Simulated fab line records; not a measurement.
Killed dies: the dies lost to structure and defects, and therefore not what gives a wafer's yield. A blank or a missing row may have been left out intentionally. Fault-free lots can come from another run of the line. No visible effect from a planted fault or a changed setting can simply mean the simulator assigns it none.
Which tool was responsible?    flow nand harc    Sampling: 13 lots, 39 wafers, 5 of 1302 route steps

WHAT EACH GAUGE READ, for each wafer
NHARC_P_CONTACT_OVL_MEAS_13. Usual: overlay x nm 0.0 nm, standard deviation 0.78; overlay y nm 0.2 nm, standard deviation 0.85.
lot   measured      on          overlay x nm (nm)  overlay y nm (nm)  flag
L802  day 7 04:40   overlay-02  0.0 -0.3 -0.6      0.1 0.0 -0.4       
L803  day 7 07:50   overlay-01  -0.9 -0.1 -0.3     -0.5 -0.5 -0.6     
L805  day 8 10:05   overlay-02  0.7 1.2 0.5        0.5 0.3 0.4        
L806  day 8 22:51   overlay-01  1.3 0.2 0.1        -0.6 -0.4 -0.8     
L811  day 10 18:37  overlay-01  0.0 -0.2 0.2       -0.3 0.0 0.2       
L813  day 12 00:45  overlay-02  -0.1 0.1 0.1       1.1 1.1 0.9        
L814  day 12 01:13  overlay-02  -0.3 0.0 0.4       0.8 1.8 1.6        
L815  day 12 19:26  overlay-01  0.1 0.3 0.4        0.4 -0.2 0.9       
L816  day 12 23:37  overlay-02  0.2 0.4 0.5        0.9 1.2 1.1        
L817  day 13 19:23  overlay-01  -1.2 -1.3 -1.1     1.6 0.6 0.8        
L819  day 14 05:29  overlay-02  -0.1 -0.1 0.0      1.9 1.2 1.4        
L820  day 14 10:16  overlay-01  0.7 0.1 0.9        1.0 1.1 1.0        
L821  day 15 00:53  overlay-01  -0.4 -0.3 -1.1     0.2 0.4 0.9        

NHARC_P_M0_CD_MEAS_09: target cd 90 nm. Usual: cd nm 89.5 nm, standard deviation 0.67.
lot   measured      on         cd nm (nm)      flag
L802  day 7 08:46   cd sem-03  90.0 89.8 89.0  
L803  day 7 11:58   cd sem-03  88.8 88.8 88.7  
L805  day 8 14:11   cd sem-02  89.2 89.6 89.7  
L806  day 9 03:24   cd sem-01  88.7 89.6 89.4  
L811  day 10 23:10  cd sem-01  90.3 89.4 89.7  
L813  day 12 04:43  cd sem-03  89.3 89.1 89.3  
L814  day 12 05:16  cd sem-02  89.3 88.6 89.9  
L815  day 12 23:40  cd sem-03  90.2 90.4 89.7  
L816  day 13 03:44  cd sem-01  89.5 89.4 89.5  
L817  day 13 23:28  cd sem-01  88.5 89.7 88.9  
L819  day 14 09:35  cd sem-02  90.0 89.4 88.8  
L820  day 14 14:29  cd sem-03  88.8 89.2 89.0  
L821  day 15 04:56  cd sem-03  89.8 90.6 89.9  

NHARC_END_SORT_01. Usual: defect limited yield 91 %, standard deviation 3; killed at array 55, standard deviation 20; killed at other 1.2, standard deviation 1.3; killed at periphery 4.0, standard deviation 3; killed dies 60, standard deviation 21; killed open 3.2, standard deviation 1.9; killed short 2.5, standard deviation 1.6.
lot   measured      on         defect limited yield (%)  killed at array  killed at other  killed at periphery  killed dies  killed open  killed short  flag
L803  day 25 16:10  prober-01  86 85 83                  95 104 114       0 0 0            3 0 1                98 104 115   2 2 1        1 1 3         
L806  day 27 06:13  prober-02  0 0 0                     84 62 75         1 0 5            592 615 597          677 677 677  5 4 1        3 2 5         OFF
L811  day 29 12:43  prober-01  0 0 0                     68 52 65         0 2 1            609 623 611          677 677 677  4 4 2        1 1 3         OFF
L815  day 31 03:42  prober-01  92 94 92                  54 41 49         1 1 2            2 2 4                57 44 55     1 6 5        4 1 5         

EACH LOT AND THE TOOL THAT RAN IT (in order: tool; ch and the chambers of the sampled wafers; start)
lot   NHARC_P_CONTACT_ETCH_31                        NHARC_P_M0_DEP_00
L802  rie diel-01 ch 0,1,2, day 7 07:59 or earlier   pecvd-04 ch 0,1,2, day 7 07:59
L803  rie diel-03 ch 0,1,3, day 7 11:07 or earlier   pecvd-01 ch 0,1, day 7 11:07
L805  rie diel-03 ch 0,1,3, day 8 13:22 or earlier   pecvd-02 ch 1,2, day 8 13:22
L806  rie diel-03 ch 1,2, day 9 02:11 or earlier     pecvd-04 ch 0,2, day 9 02:11
L811  rie diel-12 ch 0,1, day 10 21:56 or earlier    pecvd-01 ch 0,1,2, day 10 21:56
L813  rie diel-01 ch 0,1,2, day 12 04:05 or earlier  pecvd-01 ch 0,1, day 12 04:05
L814  rie diel-03 ch 1,2,3, day 12 04:36 or earlier  pecvd-02 ch 0,1, day 12 04:36
L815  rie diel-01 ch 1,2,3, day 12 22:53 or earlier  pecvd-01 ch 0,1, day 12 22:53
L816  rie diel-12 ch 0,1,2, day 13 02:53 or earlier  pecvd-02 ch 0,2, day 13 02:53
L817  rie diel-01 ch 0,1, day 13 22:46 or earlier    pecvd-02 ch 0,1,2, day 13 22:46
L819  rie diel-03 ch 1,2,3, day 14 08:51 or earlier  pecvd-04 ch 0,1,2, day 14 08:51
L820  rie diel-12 ch 0,2, day 14 13:41 or earlier    pecvd-01 ch 1,2, day 14 13:41
L821  rie diel-03 ch 1,2,3, day 15 04:07 or earlier  pecvd-02 ch 0,1,2, day 15 04:07
- NHARC_P_CONTACT_ETCH_31: etches the open film in CH3F/O2, target depth 30 nm, time 85.7 s.
- NHARC_P_M0_DEP_00: deposits SiOC, target thk 150 nm.

AS READ BY THE TOOLS THEMSELVES (means over the sampled wafers that have a number; for cases with no such wafer, the mark the record gives instead)
NHARC_P_CONTACT_ETCH_31. Usual: ch3f flow sccm 49.99 sccm, standard deviation 0.14; drypump motor current A 5.7 A, standard deviation 0.42; oes product au 0.977 a.u., standard deviation 0.016; rf vpp V 244.7 V, standard deviation 1.9; showerhead plenum p Torr 2.49 Torr, standard deviation 0.13; throttle valve pct 20.662 %, standard deviation 0.0089.
lot   tool         ch3f flow sccm (sccm)  drypump motor current A (A)  oes product au (a.u.)  rf vpp V (V)  showerhead plenum p Torr (Torr)  throttle valve pct (%)  flag
L802  rie diel-01  49.90                  5.8                          0.970                  245.1         2.51                             20.655                  
L803  rie diel-03  50.05                  5.6                          0.987                  243.7         2.42                             20.662                  
L805  rie diel-03  50.05                  5.6                          0.976                  243.4         2.42                             20.662                  
L806  rie diel-03  50.00                  5.8                          0.987                  242.8         2.42                             20.668                  
L811  rie diel-12  50.04                  5.6                          0.990                  245.7         2.56                             20.657                  
L813  rie diel-01  49.88                  5.8                          0.954                  245.0         2.50                             20.664                  
L814  rie diel-03  50.10                  5.6                          0.966                  244.0         2.43                             20.659                  
L815  rie diel-01  50.02                  5.5                          0.982                  244.6         2.45                             20.657                  
L816  rie diel-12  50.02                  6.0                          0.995                  246.1         2.59                             20.656                  
L817  rie diel-01  49.96                  5.8                          0.980                  244.2         2.44                             20.665                  
L819  rie diel-03  50.09                  5.6                          0.961                  243.3         2.43                             20.669                  
L820  rie diel-12  50.09                  6.0                          0.994                  246.9         2.64                             20.655                  
L821  rie diel-03  49.95                  5.6                          0.973                  243.6         2.43                             20.659                  

NHARC_P_M0_DEP_00. Usual: showerhead vpp V 1519 V, standard deviation 45.
lot   tool      showerhead vpp V (V)  flag
L802  pecvd-04  1530                  
L803  pecvd-01  1541                  
L805  pecvd-02  1520                  
L806  pecvd-04  1522                  
L811  pecvd-01  1519                  
L813  pecvd-01  1567                  
L814  pecvd-02  1481                  
L815  pecvd-01  1547                  
L816  pecvd-02  1508                  
L817  pecvd-02  1492                  
L819  pecvd-04  1525                  
L820  pecvd-01  1514                  
L821  pecvd-02  1495                  

THE ANSWER, worked out from the rows above alone
Rule: a lot is off if the mean of its wafers that have a number lies more than 3 standard deviations from the usual mean. Also off: a lot with no number at a reading for which 4 or more lots have one. Where the step has rows for the other lots, those lots are counted as sound. The gauges are gone through in route order, then the tools' own readings, and for those a lot's mean is taken as printed above. The first step at which some lot is off is used, and at that step the reading that is off furthest; a lot without a number counts as furthest.
Off: L806, L811, at NHARC_END_SORT_01 (killed at periphery). Neither off nor sound, because the step has no rows for them: L802, L805, L813, L814, L816, L817, L819, L820, L821.
A tool fits if, at a process step before that reading, it ran every lot that is off, and no sound lot after the first of them. Gauges at NHARC_END_SORT_01: tried the same way as those tools. With no start given for some of its lots, NHARC_P_CONTACT_ETCH_31 uses the hours and lot order of NHARC_P_M0_DEP_00. Not one of the candidates tried fits.

WHAT THE SIMULATOR PUT IN
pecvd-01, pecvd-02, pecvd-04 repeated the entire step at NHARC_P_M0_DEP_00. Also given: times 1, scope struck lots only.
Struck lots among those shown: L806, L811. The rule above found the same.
